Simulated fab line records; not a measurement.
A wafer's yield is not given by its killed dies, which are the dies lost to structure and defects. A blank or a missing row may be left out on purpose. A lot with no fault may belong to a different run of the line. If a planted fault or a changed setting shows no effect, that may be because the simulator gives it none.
Matching of chambers	flow nand harc	NHARC_P_GATE_DESCUM_93 on rie diel-03 has 4 sister chambers
The step chemistry O2, time 3 s. 4 wafers are shown with their chamber, then 10 later ones without.

WAFERS PAIRED WITH THEIR CHAMBERS
wafer	chamber	throttle valve pct (%)
L087.5	2	11.310
L089.2	0	11.303
L088.2	1	11.301
L088.4	3	11.301

WAFERS MISSING THEIR CHAMBER
wafer	throttle valve pct (%)
L088.5	11.313
L090.2	11.316
L090.3	11.320
L090.4	11.314
L092.1	11.305
L092.3	11.306
L092.6	11.312
L096.2	11.322
L096.5	11.328
L096.6	11.308

WHICH CHAMBER EACH ONE RAN IN
wafer	from the rows above	in truth
L088.5	can't be placed: 2 or 0 or 1 or 3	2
L090.2	can't be placed: 2 or 0 or 1 or 3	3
L090.3	can't be placed: 2 or 0 or 1 or 3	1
L090.4	can't be placed: 2 or 0 or 1 or 3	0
L092.1	can't be placed: 0 or 1 or 3 or 2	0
L092.3	can't be placed: 0 or 2 or 1 or 3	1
L092.6	can't be placed: 2 or 0 or 1 or 3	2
L096.2	can't be placed: 2 or 0 or 1 or 3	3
L096.5	can't be placed: 2 or 0 or 1 or 3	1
L096.6	can't be placed: 2 or 0 or 1 or 3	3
Correctly placed: 0 of 10. Not placeable from these rows: 10 (in 10, the candidates include the true chamber). Number placed wrongly: 0.
How it was worked out, from the rows above alone: a wafer's distance from a chamber is the root of the sum, over the readings, of the square of ((its reading less the chamber's mean) divided by the reading's scatter). If the next closest chamber is less than 2 further off than the closest, the wafer can't be placed; otherwise it belongs to the closest. Each chamber's mean is taken over the wafers shown for it. The scatter: with one shown wafer a chamber, the root of the mean of the squares of how far each hidden wafer lies from its nearest shown one.
